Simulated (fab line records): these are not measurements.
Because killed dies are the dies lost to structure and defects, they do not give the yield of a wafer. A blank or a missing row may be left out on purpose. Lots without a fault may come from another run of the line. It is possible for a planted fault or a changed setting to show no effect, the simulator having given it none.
Problem report, 8D (eight disciplines) form, completed by code | flow nand-harc | the parts of the form that need people (team, actions taken, sign-off) are left out

1. WHAT IS WRONG
Wafers without a fault read 100.0 nm, standard deviation 0.51; cd-nm at NHARC_A_CHANNEL_HOLE_D2_CD_MEAS_10 reads a mean of 95.3 nm on 6 wafers belonging to 2 lots. Relative to the usual mean, that is a shift of -9.2 standard deviations.
The step: target cd 100 nm.
First observed at day 19 18:40: wafer L956.2, on cd-sem-03. Wafers with a number at this step in the record: 33, from 11 lots. Rule for "out", or "out of limits": more than 4 standard deviations from the usual mean. The other wafers with a number count as sound.

2. WHAT IT IS; WHAT IT IS NOT
question                    | is                     | is not
which readings at this step | cd-nm                  | -
which lots                  | L956, L957             | L940, L941, L942, L944, L947, L948, L949, L962, L963
which wafers of those lots  | all that have a number | -
read on which gauges        | cd-sem-02, cd-sem-03   | cd-sem-01
when                        | from day 19 18:40      | up to then (21 sound wafers); but 6 sound wafers of L962, L963 came after

3. THE SUSPECTS, EACH WITH WHAT RULES IT OUT
Counting: any tool at a process step up to the reading is kept as a suspect provided that every lot that is out went through it and no sound lot did after the first of them.
- the gauge at NHARC_A_CHANNEL_HOLE_D2_CD_MEAS_10 is ruled out. Those wafers that are out were read across 2 gauges (cd-sem-02, cd-sem-03).
- pecvd-02 at NHARC_A_DECK1_JOINT_DEP_16 (deposits SiO2, target thk 45 nm): kept. It ran every lot that is out, first L956 (day 19 00:23), and no sound lot after that; its last sound lot up to then is L948 (day 15 21:11).
- litho-track-04 at NHARC_A_CHANNEL_HOLE_D2_PEB_08 (peb time 65 s): kept. It ran every lot that is out, first L956 (day 19 18:35), and no sound lot after that; its last sound lot up to then is L948 (day 17 06:53). Out on those wafers are its own readings of heater-power-total-W.
The count leaves litho-track-04 at NHARC_A_CHANNEL_HOLE_D2_PEB_08 and pecvd-02 at NHARC_A_DECK1_JOINT_DEP_16.

4. THE CAUSE (what the simulator had put in)
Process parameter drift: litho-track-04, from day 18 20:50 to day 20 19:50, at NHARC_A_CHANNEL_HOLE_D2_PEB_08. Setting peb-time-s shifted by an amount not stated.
Of the 2 suspects that counting leaves, this tool is one.

5. THE CHAIN OF EFFECTS, in route order
One row per reading whose mean, taken over the struck wafers that have a number, lies over 3 standard deviations from the usual. Readings are gone through only where the record gives a usual standard deviation; hours: the median, over the lots, of the time from a lot's start at the first step in this table giving one to that lot's start at this step; sigmas: the change measured in usual standard deviations.
hours | step                               | reading              | usual    | on struck wafers | change | sigmas
0     | NHARC_A_CHANNEL_HOLE_D2_PEB_08     | heater-power-total-W | 156.7 W  | 172.1            | +15.4  | +38
0     | NHARC_A_CHANNEL_HOLE_D2_CD_MEAS_10 | cd-nm                | 100.0 nm | 95.3             | -4.7   | -9.2
12    | NHARC_A_CHANNEL_HOLE_D2_CD_MEAS_31 | cd-nm                | 89.7 nm  | 84.5             | -5.2   | -4.0
12    | NHARC_A_CHANNEL_HOLE_D2_XSEM_32    | bot-cd-nm            | 74.3 nm  | 68.8             | -5.5   | -3.9
It contains these process steps:
- NHARC_A_CHANNEL_HOLE_D2_PEB_08: peb time 65 s.
- NHARC_A_CHANNEL_HOLE_D2_XSEM_32

6. WHAT WOULD HAVE CAUGHT IT SOONER
In this record the first reading out of limits at a measuring or inspecting step was taken at day 19 18:40, 22 hours after the fault began at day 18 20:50.
The tool's own readings at NHARC_A_CHANNEL_HOLE_D2_PEB_08 were out on every struck wafer that the step has a row for (heater-power-total-W): an alarm limit on them would have fired on the first of those.
Of the lots that are out (2), L957 began NHARC_A_CHANNEL_HOLE_D2_PEB_08 on litho-track-04 after day 19 18:40. A hold on the tool at that time would have spared it.
